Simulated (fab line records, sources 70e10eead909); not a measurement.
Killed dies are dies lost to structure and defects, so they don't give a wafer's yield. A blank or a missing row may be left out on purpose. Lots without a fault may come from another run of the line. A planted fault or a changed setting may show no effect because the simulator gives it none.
fab line records | flow nand_harc | part 2 of 2: steps 5 to 6 of 6
record lots=22 wafers=66 last_day=33
route steps=1302 shown A_DECK1_JOINT@518 A_ONON_D2@548 A_CHANNEL_HOLE_D2@588
lots that met no fault: from a run of the same line without faults
start_h: hours from the record's first day to the start of the lot's first wafer shown | wait_h: hours since the lot's step before | " the same as in the row above | L1.1+2: a row that stands for several wafers | - no value, or no start given | * or withheld: withheld | < > ~ a bound
route shown NAME@n: a module of which the file shows steps, and the number in the route of the first | usual: mean/standard deviation of fault-free wafers | same: alike in all rows | chamber/n: place in a boat | sites: the reading at each site | _std_site: their standard deviation | _edge_site: outer sites' mean less inner sites' | radius_mm: how far each site lies from the wafer's centre | mask NAME#n: copy n | behind: the tool/chamber that last shaped the wafer | hold: why the lot was held/for how many hours/how that ended | device: the transistor (n, p or np) that didn't switch | end of line: the same wafers' tests at the end of the route | a step without rows: its recipe alone | killed: dies lost to structure and defects at the first sort, not the wafer's yield | map: a wafer's dies, x killed, . not, _ none there
set.NAME: the setting as run; set.NAME@STEP: as run at that earlier step | model.NAME: the simulator's own value behind a step, which no gauge read
steps of the route over a sample of lots; a table a step, a row a wafer
services: from which hour (start_h, from the record's first day; less than 0 if before it) a tool's chamber was out of use, for how many hours, and why
## steps
# step NHARC_A_CHANNEL_HOLE_D2_ETCH_19
# recipe bias_v=1200 source_w=2500 pressure_mtorr=15 time_s=34.5 ar_flow_sccm=375 c4f8_flow_sccm=28.8 o2_flow_sccm=96.2 temp_c=-20 target_depth_a=* chemistry=C4F8/O2/Ar
# usual drypump_motor_current_A=5.80/0.11 rf_fwd_power_W=2445/10 showerhead_plenum_p_Torr=3.74/0.14 throttle_valve_pct=37.038/0.0094
# columns lot.wafer tool chamber start_h wait_h drypump_motor_current_A rf_fwd_power_W rf_hours_counter_h showerhead_plenum_p_Torr throttle_valve_pct
L074.2 har_etch-02 1 298.59 0.1 5.98 2436 356 3.53 37.033
L074.3 " 0 " " 5.87 2448 - 3.55 37.061
L074.6 " 0 " " 5.84 2455 - 3.55 37.036
L075.1 har_etch-01 1 298.90 0.1 5.65 2445 152 3.72 37.032
L075.3 " 0 " " 5.76 2421 - 3.74 37.048
L075.6 " 0 " " 5.81 2433 - 3.74 37.043
L076.3 har_etch-01 1 322.69 0.1 5.66 2446 - 3.71 37.028
L076.5 " 0 " " 5.83 2439 - 3.73 37.034
L076.6 " 1 " " 5.67 2445 - 3.72 37.028
L077.1 har_etch-01 1 330.97 2.5 5.67 2442 171 3.71 37.036
L077.3 " 1 " " 5.65 2446 - 3.71 37.033
L077.5 " 1 " " 5.67 2451 - 3.71 37.066
L078.1 har_etch-02 0 339.57 0.1 5.85 2453 375 3.54 37.043
L078.2 " 1 " " 6.00 2445 375 3.52 37.038
L078.5 " 1 " " 5.98 2432 - 3.52 37.036
L080.1 har_etch-02 1 350.01 2.5 5.98 2445 383 3.51 37.025
L080.3 " 0 " " 5.86 2464 - 3.54 37.058
L080.5 " 1 " " 5.96 2445 - 3.51 37.049
L081.1 har_etch-01 0 353.64 5.7 5.79 2429 183 3.72 37.042
L081.2 " 1 " " 5.69 2443 183 3.70 37.028
L081.6 " 1 " " 5.65 2445 - 3.70 37.034
L082.1 har_etch-01 0 374.20 0.1 5.81 2438 198 3.71 37.028
L082.4 " 1 " " 5.67 2453 - 3.70 37.036
L082.5 " 0 " " 5.81 2452 - 3.71 37.053
L084.2 har_etch-02 0 401.89 6.8 5.87 2454 4 3.98 37.032
L084.4 " 1 " " 6.00 2448 - 3.98 37.046
L084.5 " 0 " " 5.87 2456 - 3.98 37.026
L085.2 har_etch-01 0 402.49 6.9 5.82 2432 221 3.70 37.033
L085.1 " 1 " " 5.66 2448 221 3.68 37.031
L085.6 " 0 " " 5.82 2447 - 3.70 37.035
L086.2 har_etch-01 1 409.89 0.1 5.67 2457 225 3.68 37.048
L086.4 " 1 " " 5.70 2457 - 3.68 37.036
L086.3 " 0 " " 5.75 2430 - 3.70 37.047
L087.1 har_etch-01 1 439.54 0.1 5.65 2454 236 3.67 37.043
L087.5 " 0 " " 5.81 2444 - 3.69 37.039
L087.6 " 1 " " 5.67 2458 - 3.67 37.041
L088.1 har_etch-02 0 442.91 2.2 5.85 2454 23 3.97 37.020
L088.3 " 1 " " 5.98 2443 - 3.97 37.043
L088.5 " 1 " " 5.99 2442 - 3.97 37.036
L089.3 har_etch-02 1 455.07 1.5 5.97 2434 - 3.97 37.017
L089.6 " 1 " " 5.96 2425 - 3.97 37.041
L089.5 " 0 " " 5.89 2452 - 3.97 37.037
L090.2 har_etch-01 0 457.30 3.1 5.83 2447 251 3.68 37.040
L090.1 " 1 " " 5.67 2452 251 3.67 37.037
L090.6 " 1 " " 5.68 2454 - 3.67 37.034
L091.2 har_etch-01 1 467.46 0.1 5.69 2449 255 3.66 37.032
L091.4 " 0 " " 5.79 2435 - 3.68 37.031
L091.5 " 0 " " 5.81 2445 - 3.68 37.025
L092.2 har_etch-02 1 487.63 0.1 5.96 2447 50 3.96 37.039
L092.5 " 1 " " 5.97 2434 - 3.96 37.041
L092.6 " 0 " " 5.90 2457 - 3.96 37.040
L093.1 har_etch-01 0 488.52 0.1 5.81 2448 267 3.68 37.050
L093.6 " 0 " " 5.81 2443 - 3.68 37.038
L093.5 " 1 " " 5.68 2453 - 3.66 37.042
L094.1 har_etch-02 1 509.00 2.6 5.97 2442 61 3.95 37.033
L094.3 " 0 " " 5.89 2457 - 3.95 37.043
L094.6 " 0 " " 5.89 2452 - 3.95 37.027
L095.2 har_etch-01 0 509.68 2.4 5.83 2430 278 3.67 37.035
L095.1 " 1 " " 5.66 2452 278 3.65 37.036
L095.3 " 1 " " 5.66 2456 - 3.65 37.031
L097.2 har_etch-01 0 517.86 0.1 5.76 2438 286 3.66 37.036
L097.1 " 1 " " 5.66 2454 286 3.65 37.056
L097.3 " 1 " " 5.67 2456 - 3.65 37.027
L096.2 har_etch-02 0 520.79 1.1 5.84 2458 72 3.94 37.030
L096.1 " 1 " " 5.98 2426 72 3.94 37.033
L096.6 " 0 " " 5.86 2468 - 3.94 37.043
# step NHARC_A_CHANNEL_HOLE_D2_ETCH_44
# recipe target_depth_a=1400 overetch_a=140 time_s=77 ion_energy_ev=100 cf4_flow_sccm=80 o2_flow_sccm=20 ar_flow_sccm=0 rf_w=300 bias_w=100 chemistry=CF4/O2
# usual bias_w=100.01/0.29 drypump_motor_current_A=5.5/0.54 oes_product_au=1.002/0.0098 rf_fwd_power_W=297.8/0.93 rf_vpp_V=198.0/1.2 showerhead_plenum_p_Torr=1.35/0.046 throttle_valve_pct=13.398/0.0097
# columns lot.wafer tool chamber start_h wait_h bias_w drypump_motor_current_A oes_product_au rf_fwd_power_W rf_hours_counter_h rf_vpp_V showerhead_plenum_p_Torr throttle_valve_pct
L074.3 rie_diel-09 0 303.33 0.1 100.52 6.0 1.006 297.7 10 199.5 1.41 13.386
L074.2 " 2 " " 100.21 6.2 0.993 297.9 11 198.2 1.37 13.400
L074.6 " 0 " " 100.31 5.9 1.001 297.1 - 198.8 1.41 13.378
L075.1 rie_diel-06 0 303.62 0.1 99.70 5.4 1.003 297.2 9 197.3 1.29 13.399
L075.3 " 1 " " 100.45 4.8 0.995 297.8 8 200.8 1.37 13.397
L075.6 " 3 " " 100.18 4.8 1.006 297.1 - 195.7 1.30 13.402
L076.3 rie_diel-06 2 327.38 0.1 99.75 5.3 1.011 299.2 1 200.0 1.42 13.392
L076.5 " 3 " " 100.12 4.8 1.020 297.7 - 197.4 1.30 13.395
L076.6 " 0 " " 100.26 5.4 1.002 298.8 - 196.4 1.29 13.390
L077.3 rie_diel-06 0 335.71 0.1 99.96 5.5 0.990 299.6 1 196.6 1.29 13.409
L077.1 " 1 " " 100.03 4.8 0.998 297.6 1 198.4 1.37 13.388
L077.5 " 2 " " 100.22 5.3 1.013 299.0 - 199.1 1.42 13.398
L078.2 rie_diel-06 1 344.28 0.0 99.66 4.8 1.005 296.9 1 198.7 1.37 13.407
L078.1 " 0 " " 99.81 5.4 0.987 299.0 1 195.9 1.29 13.392
L078.5 " 1 " " 100.06 4.8 0.995 297.2 - 198.8 1.37 13.404
L080.1 rie_diel-09 3 354.71 0.1 100.35 5.5 1.000 298.8 3 196.7 1.35 13.398
L080.3 " 0 " " 100.03 5.9 0.998 297.4 2 199.9 1.41 13.384
L080.5 " 2 " " 100.02 6.2 0.996 297.6 - 198.6 1.37 13.398
L081.2 rie_diel-13 1 358.36 0.1 99.34 5.1 0.990 298.1 0 197.0 1.32 13.389
L081.1 " 2 " " 99.69 6.4 1.005 297.7 0 198.2 1.36 13.393
L081.6 " 0 " " 99.86 5.0 0.990 298.5 - 198.9 1.34 13.416
L082.1 rie_diel-06 2 378.90 0.1 100.15 5.3 1.024 298.8 4 199.7 1.42 13.399
L082.4 " 1 " " 99.40 4.8 1.004 297.1 4 199.4 1.37 13.388
L082.5 " 3 " " 99.86 4.8 1.019 296.7 - 195.9 1.30 13.387
L084.2 rie_diel-06 0 406.62 0.1 100.02 5.4 1.002 299.3 7 196.6 1.29 13.403
L084.5 " 0 " " 99.77 5.4 0.992 299.4 - 196.7 1.29 13.408
L084.4 " 1 " " 99.73 4.8 1.010 298.0 - 198.8 1.37 13.396
L085.1 rie_diel-09 3 407.24 0.0 99.77 5.5 0.986 296.9 4 199.1 1.35 13.402
L085.2 " 0 " " 100.02 5.9 0.995 297.8 4 198.5 1.41 13.392
L085.6 " 3 " " 99.84 5.5 0.987 297.0 - 199.2 1.35 13.397
L086.2 rie_diel-09 0 414.60 0.1 99.36 5.9 1.010 298.2 5 199.4 1.41 13.388
L086.4 " 1 " " 99.85 6.1 0.999 297.7 5 197.0 1.26 13.396
L086.3 " 3 " " 100.01 5.5 1.002 298.0 4 198.2 1.35 13.405
L087.1 rie_diel-13 2 444.27 0.1 100.22 6.5 1.004 295.7 5 199.0 1.36 13.405
L087.6 " 1 " " 100.12 5.1 0.998 299.6 - 197.8 1.32 13.395
L087.5 " 2 " " 100.46 6.5 1.003 296.5 - 199.1 1.36 13.393
L088.3 rie_diel-09 2 447.68 0.1 100.32 6.2 0.997 297.4 5 197.8 1.36 13.387
L088.1 " 0 " " 99.75 5.9 1.000 296.7 6 199.9 1.41 13.423
L088.5 " 0 " " 100.07 5.9 0.996 297.2 - 198.8 1.41 13.397
L089.3 rie_diel-06 3 459.76 0.1 99.98 4.8 1.018 296.6 9 196.8 1.30 13.396
L089.6 " 1 " " 99.77 4.8 1.016 297.5 - 197.5 1.37 13.387
L089.5 " 2 " " 100.42 5.3 1.004 298.1 - 199.7 1.42 13.395
L090.2 rie_diel-09 1 462.06 0.1 100.25 6.0 1.006 297.9 7 195.6 1.26 13.394
L090.1 " 0 " " 99.85 5.9 1.001 298.3 7 198.1 1.41 13.383
L090.6 " 2 " " 99.83 6.3 0.996 298.5 - 198.8 1.36 13.414
L091.4 rie_diel-09 0 472.19 0.1 100.55 5.9 1.005 297.7 7 198.6 1.41 13.398
L091.2 " 1 " " 99.79 6.1 1.000 296.9 7 195.6 1.26 13.411
L091.5 " 2 " " 99.60 6.2 0.995 298.0 - 199.5 1.36 13.404
L092.2 rie_diel-13 0 492.36 0.1 100.37 5.0 0.998 298.1 7 198.1 1.34 13.384
L092.5 " 2 " " 99.70 6.5 1.005 297.8 - 197.7 1.36 13.401
L092.6 " 3 " " 100.26 5.6 0.998 296.1 - 197.2 1.34 13.386
L093.1 rie_diel-13 3 493.26 0.1 99.88 5.6 1.005 297.6 8 197.1 1.34 13.392
L093.5 " 1 " " 100.31 5.1 0.986 296.2 - 196.5 1.32 13.396
L093.6 " 2 " " 100.17 6.4 1.006 297.1 - 199.1 1.36 13.403
L094.1 rie_diel-06 2 513.72 0.1 99.86 5.3 1.000 297.0 1 198.1 1.42 13.401
L094.3 " 0 " " 100.49 5.4 1.001 299.1 1 197.2 1.29 13.420
L094.6 " 1 " " 100.15 4.8 1.000 298.9 - 199.2 1.37 13.399
L095.1 rie_diel-09 3 514.43 0.1 99.65 5.5 1.017 297.2 1 198.8 1.35 13.382
L095.3 " 0 " " 100.65 6.0 1.008 298.0 1 199.9 1.41 13.389
L095.2 " 2 " " 99.89 6.2 0.984 296.6 1 196.4 1.36 13.412
L097.2 rie_diel-06 0 522.60 0.1 99.85 5.4 1.014 299.3 2 197.5 1.29 13.398
L097.3 " 1 " " 100.23 4.8 0.993 298.8 1 199.0 1.37 13.396
L097.1 " 2 " " 99.95 5.3 1.011 298.3 1 199.4 1.41 13.403
L096.1 rie_diel-06 2 525.50 0.1 100.20 5.3 0.993 298.1 1 200.5 1.41 13.402
L096.2 " 3 " " 99.82 4.8 1.007 299.3 1 196.4 1.30 13.407
L096.6 " 2 " " 99.95 5.3 1.001 299.0 - 199.8 1.41 13.403
## services
# columns tool chamber start_h hours kind
rie_diel-09 1 227.65 4.3 repair
rie_diel-06 2 233.21 12.9 repair
rie_diel-13 3 243.16 34.5 repair
rie_si-03 3 296.36 16.9 repair
rie_diel-06 - 307.22 9.0 pm
rie_diel-09 - 307.35 0.5 repair
rie_diel-09 - 320.44 9.0 pm
rie_diel-13 - 342.32 9.0 pm
rie_diel-13 1 359.08 5.3 repair
har_etch-02 - 366.35 0.4 repair
rie_si-01 - 370.02 9.0 pm
rie_diel-06 0 370.52 2.8 repair
rie_diel-13 3 377.40 12.9 repair
har_etch-02 - 380.70 17.0 pm
rie_diel-06 3 382.67 8.1 repair
rie_diel-06 2 387.62 29.1 repair
rie_diel-09 1 417.17 2.6 repair
rie_diel-09 3 442.98 19.6 repair
rie_diel-06 - 484.22 9.0 pm
rie_diel-09 - 491.68 1.0 repair
rie_diel-13 1 496.24 3.4 repair
rie_diel-09 - 497.44 9.0 pm
rie_diel-06 3 509.87 5.3 repair
rie_diel-13 - 519.32 9.0 pm
